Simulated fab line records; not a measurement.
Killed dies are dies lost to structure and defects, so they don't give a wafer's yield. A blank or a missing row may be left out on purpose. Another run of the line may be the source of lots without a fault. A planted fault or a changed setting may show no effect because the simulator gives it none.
fab line records | flow n5Finfet
[record] lots = 7 wafers = 21
route steps=1938 shown BEOL_M13@1706 BEOL_M14@1753 BEOL_M15@1809 PASS1_CAP@1874 PASSIVATION@1921
startH: hours from the record's first day to the start of the lot's first wafer shown | waitH: how many hours have passed since the lot's step before this one | " repeats the value in the row above | L1.1+2: one row covering several wafers at once | - no value present, or no start provided | * or withheld: withheld | < > ~ a bound
route shown NAME@n: NAME is a module with steps in the file, n the number in the route of the first one | usual: the fault-free wafers' mean and standard deviation | same: alike in all rows | chamber/n: place in a boat | sites: readings site by site | _std_site: how widely they spread, as a standard deviation | _edge_site: mean of outer sites minus mean of inner sites | radiusMm: for every site, how far away it sits from the centre of the wafer | mask NAME#n: copy n | behind: the most recent tool/chamber to have shaped the wafer | hold: reason for holding the lot/hours on hold/outcome of the hold | device: which transistor (n, p or np) failed to switch | end of line: tests of these same wafers at the route's end | step lacking rows: just its recipe | killed: count of dies lost to structure and defects at first sort (not the wafer's yield) | map: shows each die of a wafer: x if killed, . if not, _ if none is there
set.NAME: setting as actually run; set.NAME@STEP: the setting as run at that earlier step | model.NAME: the simulator's own value behind a step, which no gauge read
lots whose settings were changed on purpose; a table a step, a row a wafer
[[steps]]
[step N5_BEOL_M13_SPUTTER_44]
[recipe] material = Ta targetThkA = 100 tempC = 50 biasV = 80 powerW = 15000 chamberPressurePa = 0.07 timeS = 16.13
// columns lot.wafer tool chamber startH waitH set.powerW model.Ta_of_BEOL_M13_SPUTTER_44.thkNm
L074.2+3 pvdSputter-03 - 324.98 0.0 15000 9.8
L074.5 " - " " 16790 10.8
L086.3 pvdSputter-02 - 396.58 0.0 17240 11.6
L086.5 " - " " 15000 10.2
L086.6 " - " " 17240 11.8
L081.1 pvdSputter-02 - 401.42 0.0 15000 9.8
L081.2+4 " - " " 15000 10
L090.2+6 pvdSputter-02 - 418.74 0.0 17290 11.4
L090.3 " - " " 15000 10
L089.3 pvdSputter-03 - 435.31 0.0 17640 11.8
L089.4 " - " " 15000 10.4
L089.6 " - " " 15000 10.2
L087.3+5 pvdSputter-01 - 436.90 0.0 15000 10
L087.4 " - " " 15000 9.8
L093.3+6 pvdSputter-01 - 462.89 0.0 15000 10
L093.4 " - " " 15000 10.2
[step N5_BEOL_M14_TRENCH_ETCH_34]
[recipe] chemistry = C4F8/O2/Ar target = SiO2 targetDepthA = 5566.5 maskMaterial = SOC heInnerTorr = 15 heOuterTorr = 30 timeS = 126.9 ionEnergyEv = 800 pressureMtorr = 20 sourceW = 1905 biasW = 2040 Ar_flow_sccm = 400 C4F8_flow_sccm = 16 O2_flow_sccm = 12
// columns lot.wafer tool chamber startH waitH set.timeS model.etch.depthNm
L074.2 rieDiel-01 0 328.28 0.0 142.6 641
L074.3 " 3 " " 142.6 614.7
L074.5 " 2 " " 126.9 517.1
L086.3 rieDiel-03 1 399.64 0.0 126.9 564.2
L086.5 " 3 " " 99.5 415.1
L086.6 " 1 " " 99.5 439.8
L081.1 rieDiel-01 3 404.64 0.0 126.9 540.4
L081.2 " 2 " " 126.9 511.1
L081.4 " 1 " " 126.9 549
L090.2 rieDiel-01 3 422.00 0.0 118.1 511.9
L090.3 " 0 " " 118.1 525.5
L090.6 " 1 " " 126.9 552.7
L089.3 rieDiel-01 0 438.59 0.0 126.9 567.5
L089.4 " 1 " " 103.3 443.8
L089.6 " 0 " " 126.9 567.6
L087.3 rieDiel-01 1 440.19 0.0 126.9 551.4
L087.4 " 0 " " 145.2 647.3
L087.5 " 3 " " 126.9 547.7
L093.3 rieDiel-04 0 467.23 0.0 138 611.7
L093.4 " 3 " " 126.9 517.5
L093.6 " 3 " " 126.9 517.7
[step N5_BEOL_M14_STRIP_70]
[recipe] chemistry = C4F8/O2/Ar resist = SiARC rfFrequencyHz = 6e+07
[step N5_BEOL_M14_OCD_MEAS_35]
[usual] trenchDepthNm = 554/21
// columns lot.wafer tool chamber startH waitH set.timeS@BEOL_M14_TRENCH_ETCH_34 trenchDepthNm
L074.2 ocd-01 - 328.44 0.0 142.6 641
L074.3 " - " " 142.6 614
L074.5 " - " " 126.9 517
L086.3 ocd-01 - 399.80 0.0 126.9 564
L086.5 " - " " 99.5 415
L086.6 " - " " 99.5 440
L081.1 ocd-01 - 404.79 0.0 126.9 540
L081.2 " - " " 126.9 511
L081.4 " - " " 126.9 549
L090.2 ocd-01 - 422.16 0.0 118.1 512
L090.3 " - " " 118.1 526
L090.6 " - " " 126.9 553
L089.3 ocd-01 - 438.75 0.0 126.9 568
L089.4 " - " " 103.3 444
L089.6 " - " " 126.9 567
L087.3 ocd-01 - 440.35 0.0 126.9 551
L087.4 " - " " 145.2 647
L087.5 " - " " 126.9 548
L093.3 ocd-01 - 467.39 0.0 138 612
L093.4 " - " " 126.9 518
L093.6 " - " " 126.9 518
[step N5_BEOL_M14_STRIP_37]
[recipe] chemistry = O2 powerW = 600 tempC = 60 pressureMtorr = 30 rfFrequencyHz = 6e+07 biasPowerW = 0 overashFraction = 0.3 o2FlowSccm = 225
[step N5_BEOL_M14_ETCH_38]
[recipe] chemistry = CF4/N2 target = SiCN targetDepthA = 1065 taperDeg = 2 timeS = 120.6 ionEnergyEv = 150 maskMaterial = SiO2 pressureMtorr = 40 sourceW = 430 biasW = 70 Ar_flow_sccm = 100 cf4FlowSccm = 60 n2FlowSccm = 60
[step N5_BEOL_M14_ECD_47]
[recipe] material = Cu targetThkA = 12480
[step N5_BEOL_M14_ANNEAL_48]
[recipe] tempC = 225 timeS = 90 ambient = N2
[step N5_BEOL_M14_CMP_49]
[recipe] stopOn = SiO2 tOverpolishS = 5.2 downForcePsi = 2 platenRpm = 80 clearingPlatenDownForcePsi = 2 clearingPlatenRpm = 80 postCmpClean = cuAlkaline targetThkNm = 560 clearingPlatenPadVelocityMS = 1.5917 padVelocityMS = 1.5917
// columns lot.wafer tool chamber startH waitH set.timeS@BEOL_M14_TRENCH_ETCH_34 model.Cu_of_BEOL_M14_ECD_47.thkNm
L074.2 cmp-02 0 330.51 0.2 142.6 644.4
L074.3 " 3 " " 142.6 617.8
L074.5 " 0 " " 126.9 520.4
L086.3 cmp-04 3 402.44 0.3 126.9 564.4
L086.6 " 0 " " 99.5 441
L086.5 " 1 " " 99.5 418.4
L081.4 cmp-03 0 406.85 0.1 126.9 552.8
L081.2 " 1 " " 126.9 515
L081.1 " 3 " " 126.9 544.2
L090.3 cmp-04 0 425.00 0.2 118.1 527.6
L090.2 " 1 " " 118.1 516
L090.6 " 3 " " 126.9 554.2
L089.4 cmp-04 1 446.58 0.2 103.3 447.6
L089.3 " 3 " " 126.9 569.6
L089.6 " 0 " " 126.9 570
L087.3 cmp-02 1 446.68 0.2 126.9 555.8
L087.4 " 2 " " 145.2 650.8
L087.5 " 1 " " 126.9 551.8
L093.4 cmp-03 1 469.93 0.2 126.9 521.8
L093.3 " 2 " " 138 614.2
L093.6 " 1 " " 126.9 522
[step N5_BEOL_M14_THK_MEAS_50]
[recipe] thkMeasGauge = xrf reads = Cu_of_BEOL_M14_ECD_47
[usual] M14_THK = 563/22
// columns lot.wafer tool chamber startH waitH set.timeS@BEOL_M14_TRENCH_ETCH_34 M14_THK[nm]
L074.2 filmMetro-02 - 330.81 - 142.6 651
L074.3 " - " " 142.6 622
L074.5 " - " " 126.9 526
L086.3 filmMetro-01 - 402.62 - 126.9 572
L086.5 " - " " 99.5 422
L086.6 " - " " 99.5 443
L081.1 filmMetro-01 - 407.14 - 126.9 552
L081.2 " - " " 126.9 523
L081.4 " - " " 126.9 562
L090.2 filmMetro-01 - 425.26 - 118.1 516
L090.3 " - " " 118.1 530
L090.6 " - " " 126.9 559
L089.3 filmMetro-02 - 446.84 - 126.9 577
L089.4 " - " " 103.3 454
L089.6 " - " " 126.9 579
L087.3 filmMetro-01 - 446.94 - 126.9 563
L087.4 " - " " 145.2 661
L087.5 " - " " 126.9 556
L093.3 filmMetro-02 - 470.19 - 138 630
L093.4 " - " " 126.9 530
L093.6 " - " " 126.9 530
[step N5_BEOL_M14_PRE_CLEAN_52]
[recipe] gas = NH3 timeS = 15 tempC = withheld rfPowerW = 300
[step N5_BEOL_M14_DEP_53]
[recipe] material = SiCN targetThkA = 500 tempC = withheld precursor = 3MS/NH3 pressureTorr = 3 rfW = 675 timeS = 17.8
[step N5_BEOL_M14_RS_MEAS_54]
[recipe] thkMeasGauge = four-point-probe reads = Cu_of_BEOL_M14_ECD_47+Ta_of_BEOL_M14_SPUTTER_44+TaN_of_BEOL_M14_SPUTTER_43
[usual] M14_RS = 0.0334/0.0013
// columns lot.wafer tool chamber startH waitH set.timeS@BEOL_M14_TRENCH_ETCH_34 M14_RS[ohm/sq]
L074.2 filmMetro-02 - 330.94 0.1 142.6 0.0288
L074.3 " - " " 142.6 0.0301
L074.5 " - " " 126.9 0.0359
L086.3 filmMetro-01 - 402.82 0.1 126.9 0.0328
L086.5 " - " " 99.5 0.0447
L086.6 " - " " 99.5 0.0423
L081.1 filmMetro-02 - 407.39 0.1 126.9 0.0342
L081.2 " - " " 126.9 0.0362
L081.4 " - " " 126.9 0.0336
L090.2 filmMetro-02 - 425.39 0.1 118.1 0.0362
L090.3 " - " " 118.1 0.0353
L090.6 " - " " 126.9 0.0336
L089.3 filmMetro-01 - 446.97 0.1 126.9 0.0325
L089.4 " - " " 103.3 0.0416
L089.6 " - " " 126.9 0.0325
L087.3 filmMetro-02 - 447.07 0.1 126.9 0.0335
L087.4 " - " " 145.2 0.0285
L087.5 " - " " 126.9 0.0338
L093.3 filmMetro-01 - 470.32 0.1 138 0.0301
L093.4 " - " " 126.9 0.0356
L093.6 " - " " 126.9 0.0356
[step N5_BEOL_M15_TRENCH_ETCH_34]
[recipe] chemistry = C4F8/O2/Ar target = SiO2 targetDepthA = 8729.3 heInnerTorr = 15 heOuterTorr = 30 timeS = 199 ionEnergyEv = 800 pressureMtorr = 20 sourceW = 1905 biasW = 2040 Ar_flow_sccm = 400 C4F8_flow_sccm = 16 O2_flow_sccm = 12
// columns lot.wafer tool chamber startH waitH set.timeS model.etch.depthNm model.coat_of_BEOL_M15_COAT_22.thkNm
L074.2 rieDiel-06 0 333.95 0.0 199 859.3 556.4
L074.3 " 2 " " 199 886 547.2
L074.5 " 1 " " 199 861.4 549.6
L086.3 rieDiel-05 2 405.89 0.0 199 875.8 541.8
L086.5 " 0 " " 199 878.7 543.6
L086.6 " 3 " " 225.5 979.8 515.8
L081.1 rieDiel-02 2 409.70 0.0 199 872.2 542.2
L081.2 " 0 " " 199 893 532.4
L081.4 " 3 " " 199 853.4 549.2
L090.2 rieDiel-02 2 427.77 0.0 199 867.7 547.2
L090.3 " 1 " " 186.3 784.8 563.6
L090.6 " 0 " " 199 879.9 540.4
L089.3 rieDiel-06 2 449.97 0.0 214.6 947.2 529
L089.4 " 3 " " 214.6 975.4 516.4
L089.6 " 2 " " 199 882.8 541.4
L087.3 rieDiel-06 3 450.21 0.0 199 909.9 538
L087.4 " 1 " " 199 840.2 551.2
L087.5 " 1 " " 199 847.9 549.6
L093.3 rieDiel-05 2 472.70 0.0 199 868.5 547
L093.4 " 0 " " 235.5 1043 515.2
L093.6 " 1 " " 199 882.6 543.6
[step N5_BEOL_M15_SPUTTER_45]
[recipe] material = Cu targetThkA = 1000 tempC = -20 biasV = 60 powerW = 26000 chamberPressurePa = 0.13 timeS = 16.67
// columns lot.wafer tool chamber startH waitH set.powerW
L074.2+3+5 pvdSputter-01 - 341.63 0.0 26000
L086.3+5+6 pvdSputter-03 - 407.16 0.0 26000
L081.1+2+4 pvdSputter-03 - 410.60 0.0 26000
L090.2 pvdSputter-01 - 429.01 0.0 24800
L090.3+6 " - " " 26000
L089.3+4+6 pvdSputter-01 - 451.68 0.0 26000
L087.3 pvdSputter-02 - 452.24 0.0 24300
L087.4+5 " - " " 26000
L093.3+4+6 pvdSputter-02 - 478.74 0.0 26000
[step N5_BEOL_M15_ECD_47]
[recipe] material = Cu targetThkA = 18600
[step N5_BEOL_M15_ANNEAL_48]
[recipe] tempC = 225 timeS = 90 ambient = N2
[step N5_BEOL_M15_CMP_49]
[recipe] stopOn = SiO2 tOverpolishS = 4.9 downForcePsi = 2 platenRpm = 80 clearingPlatenDownForcePsi = 2 clearingPlatenRpm = 80 postCmpClean = cuAlkaline targetThkNm = 850 clearingPlatenPadVelocityMS = 1.5917 padVelocityMS = 1.5917
// columns lot.wafer tool chamber startH waitH set.timeS@BEOL_M15_TRENCH_ETCH_34 model.Cu_of_BEOL_M15_ECD_47.thkNm
L074.2 cmp-02 0 342.33 0.2 199 836.8
L074.3 " 2 " " 199 863.8
L074.5 " 3 " " 199 839.2
L086.3 cmp-02 2 407.93 0.3 199 853.2
L086.5 " 3 " " 199 854.4
L086.6 " 0 " " 225.5 958.6
L081.1 cmp-02 0 411.26 0.3 199 851
L081.4 " 1 " " 199 833.4
L081.2 " 2 " " 199 871.2
L090.2 cmp-02 2 430.50 0.3 199 -
L090.3 " 3 " " 186.3 760.4
L090.6 " 0 " " 199 857.6
L089.4 cmp-02 3 452.43 0.2 214.6 954.2
L089.3 " 0 " " 214.6 926.4
L089.6 " 1 " " 199 860.6
L087.4 cmp-02 0 452.94 0.2 199 817.6
L087.3 " 1 " " 199 -
L087.5 " 0 " " 199 827
L093.3 cmp-02 1 479.49 0.2 199 845.2
L093.4 " 0 " " 235.5 1020
L093.6 " 1 " " 199 860
[step N5_PASSIVATION_PECVD_01]
[recipe] material = SiNx targetThkA = 2000 tempC = 400 precursor = SiH4/NH3/N2 pressureTorr = 4.9 rfW = 1406 timeS = 43.2
// columns lot.wafer tool chamber startH waitH set.timeS model.SiNx_of_PASSIVATION_PECVD_01.thkNm
L074.2 pecvd-02 0 348.14 0.0 46.59 212.4
L074.3 " 2 " " 46.59 215.4
L074.5 " 2 " " 46.59 215.6
L086.3 pecvd-02 1 413.55 0.0 43.2 202
L086.5 " 1 " " 43.2 204.2
L086.6 " 2 " " 43.2 204.4
L081.1 pecvd-02 0 419.92 0.0 43.2 200.8
L081.2 " 1 " " 43.2 200.6
L081.4 " 0 " " 43.2 203
L090.2 pecvd-04 1 437.52 0.0 40.22 183.6
L090.3 " 0 " " 43.2 198.6
L090.6 " 1 " " 43.2 201
L089.3 pecvd-04 1 459.39 0.0 43.2 201
L089.4 " 1 " " 43.2 200.8
L089.6 " 2 " " 43.2 199.2
L087.3 pecvd-03 2 459.65 0.0 43.2 198.2
L087.4 " 2 " " 39.87 187.8
L087.5 " 1 " " 39.87 183.8
L093.3 pecvd-03 2 486.98 0.0 38.61 180.4
L093.4 " 2 " " 38.61 181
L093.6 " 1 " " 38.61 181.6
[step N5_PASSIVATION_EXPOSE_41]
[recipe] maskId = PASS_OPEN na = 0.55 defocusNm = 0 sourceShape = conventional sigmaOuter = 0.8 polarization = unpolarized targetCdNm = 40000 doseMj = 57.25
// columns lot.wafer tool chamber startH waitH mask set.doseMj
L074.2 krfScanner-02 0 353.14 - PASS_OPEN#0 55.76
L074.3+5 " 0 " " PASS_OPEN#0 57.25
L086.3+6 krfScanner-02 0 425.70 - PASS_OPEN#0 57.25
L086.5 " 0 " " PASS_OPEN#0 53.73
L081.1+2+4 krfScanner-02 0 426.81 - PASS_OPEN#0 57.25
L090.2+3 krfScanner-01 0 444.42 - PASS_OPEN#0 59.51
L090.6 " 0 " " PASS_OPEN#0 57.25
L089.3+4 krfScanner-01 0 464.29 - PASS_OPEN#0 57.25
L089.6 " 0 " " PASS_OPEN#0 61.38
L087.3+5 krfScanner-01 0 464.33 - PASS_OPEN#0 55.89
L087.4 " 0 " " PASS_OPEN#0 57.25
L093.3+6 krfScanner-02 0 491.53 - PASS_OPEN#0 54.29
L093.4 " 0 " " PASS_OPEN#0 57.25
[step N5_PASSIVATION_DEVELOP_43]
[recipe] developTimeS = 60 rinseLiquid = diw dry = airSpin devTempC = 21
// columns lot.wafer tool chamber startH waitH set.developTimeS
L074.2+3+5 lithoTrack-02 0 - - 60
L086.3 lithoTrack-02 0 - - 60
L086.5+6 " 0 " " 67.96
L081.1+2+4 lithoTrack-02 0 - - 60
L090.2+3+6 lithoTrack-02 0 - - 60
L089.3 lithoTrack-02 0 - - 69.89
L089.4+6 " 0 " " 60
L087.3+4+5 lithoTrack-02 0 - - 60
L093.3 lithoTrack-05 0 - - 67.62
L093.4+6 " 0 " " 60
[step N5_PASSIVATION_HARDBAKE_45]
[recipe] tempC = 130 timeS = 120
[step N5_PASSIVATION_CD_MEAS_44]
[recipe] targetCdNm = 40000 landingEnergyEv = 500 detector = seInlens
[usual] cdNm = 40002/4.8
// columns lot.wafer tool chamber startH waitH set.doseMj@PASSIVATION_EXPOSE_41 cdNm
L074.2 cdSem-02 0 353.32 - 55.76 39992
L074.3 " 0 " " 57.25 40008
L074.5 " 0 " " 57.25 40007
L086.3 cdSem-01 0 425.87 - 57.25 39998
L086.5 " 0 " " 53.73 39979
L086.6 " 0 " " 57.25 40004
L081.1 cdSem-02 0 426.99 - 57.25 40006
L081.2 " 0 " " 57.25 40004
L081.4 " 0 " " 57.25 40000
L090.2 cdSem-02 0 444.59 - 59.51 40016
L090.3 " 0 " " 59.51 40015
L090.6 " 0 " " 57.25 39999
L089.3 cdSem-02 0 464.46 - 57.25 40010
L089.4 " 0 " " 57.25 40011
L089.6 " 0 " " 61.38 40037
L087.3 cdSem-01 0 464.50 - 55.89 39996
L087.4 " 0 " " 57.25 40000
L087.5 " 0 " " 55.89 39989
L093.3 cdSem-03 0 491.70 - 54.29 39980
L093.4 " 0 " " 57.25 39992
L093.6 " 0 " " 54.29 39976
[[key]]
[split] step = N5_BEOL_M13_SPUTTER_44 setting = powerW stated = 15000 by = wafer
[response] step = N5_BEOL_M13_SPUTTER_44 reading = model.Ta_of_BEOL_M13_SPUTTER_44.thkNm change = +0.0904 per = 1% r = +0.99
[split] step = N5_BEOL_M14_TRENCH_ETCH_34 setting = timeS stated = 126.9 by = wafer
[response] step = N5_BEOL_M14_TRENCH_ETCH_34 reading = model.etch.depthNm change = +7.01 per = 1% r = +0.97
[response] step = N5_BEOL_M14_OCD_MEAS_35 reading = trenchDepthNm change = +7.01 per = 1% r = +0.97
[response] step = N5_BEOL_M14_CMP_49 reading = model.Cu_of_BEOL_M14_ECD_47.thkNm change = +6.92 per = 1% r = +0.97
[response] step = N5_BEOL_M14_THK_MEAS_50 reading = M14_THK change = +7.15 per = 1% r = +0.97
[response] step = N5_BEOL_M14_RS_MEAS_54 reading = M14_RS change = -0.000476 per = 1% r = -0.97
[split] step = N5_BEOL_M15_TRENCH_ETCH_34 setting = timeS stated = 199 by = wafer
[response] step = N5_BEOL_M15_TRENCH_ETCH_34 reading = model.etch.depthNm change = +9.12 per = 1% r = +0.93
[response] step = N5_BEOL_M15_TRENCH_ETCH_34 reading = model.coat_of_BEOL_M15_COAT_22.thkNm change = -1.92 per = 1% r = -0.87
[response] step = N5_BEOL_M15_CMP_49 reading = model.Cu_of_BEOL_M15_ECD_47.thkNm change = +9.16 per = 1% r = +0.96
[split] step = N5_BEOL_M15_SPUTTER_45 setting = powerW stated = 26000 by = wafer
response none clear
[split] step = N5_PASSIVATION_PECVD_01 setting = timeS stated = 43.2 by = wafer
[response] step = N5_PASSIVATION_PECVD_01 reading = model.SiNx_of_PASSIVATION_PECVD_01.thkNm change = +1.94 per = 1% r = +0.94
[split] step = N5_PASSIVATION_EXPOSE_41 setting = doseMj stated = 57.25 by = wafer
[response] step = N5_PASSIVATION_CD_MEAS_44 reading = cdNm change = +3.64 per = 1% r = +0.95
[split] step = N5_PASSIVATION_DEVELOP_43 setting = developTimeS stated = 60 by = wafer
response none clear
